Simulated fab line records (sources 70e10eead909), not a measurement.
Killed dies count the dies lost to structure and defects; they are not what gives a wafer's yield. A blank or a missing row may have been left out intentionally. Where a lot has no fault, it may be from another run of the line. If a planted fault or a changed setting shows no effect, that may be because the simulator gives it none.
Matching of chambers | flow nand_harc | 4 sister chambers for NHARC_A_BLC_ALD_23 on ald_metal-03
The step deposits TiN, target thk 3 nm, pulse time 1 s, ald cycles 150. 8 wafers are shown with their chamber, then 12 later ones without.

== WAFERS WITH THEIR CHAMBER ==
wafer  | chamber | heater_power_w (W) | precursor_pulse_height_rel
L085.5 | 0       | 890                | 0.980
L085.3 | 1       | 1208               | 1.010
L081.2 | 2       | 998                | 0.992
L081.3 | 0       | 899                | 1.010
L081.4 | 3       | 1026               | 1.010
L089.2 | 3       | 1007               | 1.031
L089.3 | 1       | 1260               | 1.025
L089.6 | 2       | 981                | 1.015

== WAFERS WHOSE CHAMBER IS MISSING ==
wafer  | heater_power_w (W) | precursor_pulse_height_rel
L087.4 | 883                | 0.988
L087.5 | 1236               | 1.020
L087.6 | 901                | 0.991
L090.1 | 876                | 0.960
L090.2 | 983                | 0.983
L090.5 | 1244               | 0.992
L090.3 | 1238               | 1.001
L090.4 | 1006               | 1.014
L090.6 | 902                | 0.992
L094.1 | 1247               | 0.966
L094.5 | 899                | 1.009
L094.6 | 1226               | 0.985

== WHICH CHAMBER EACH WENT THROUGH ==
wafer  | from the rows above     | in truth
L087.4 | 0                       | 0
L087.5 | 1                       | 1
L087.6 | 0                       | 0
L090.1 | 0                       | 0
L090.2 | can't be placed: 2 or 3 | 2
L090.5 | 1                       | 1
L090.3 | 1                       | 1
L090.4 | can't be placed: 3 or 2 | 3
L090.6 | 0                       | 0
L094.1 | 1                       | 1
L094.5 | 0                       | 0
L094.6 | 1                       | 1
10 of 12 placed correctly. Not placeable from these rows: 2 (in 2, the candidates include the true chamber). Placed wrongly: 0.
How it was worked out, from the rows above alone: a wafer's distance from a chamber is the root of the sum, over the readings, of the square of ((its reading less the chamber's mean) divided by the reading's scatter). The wafer belongs to the nearest chamber; if the next one is less than 2 further off, it can't be placed. Each chamber's mean is taken over the wafers shown for it. The scatter: the root of (the sum of the squares of (reading less its chamber's mean) over the shown wafers, divided by (wafers less chambers)).
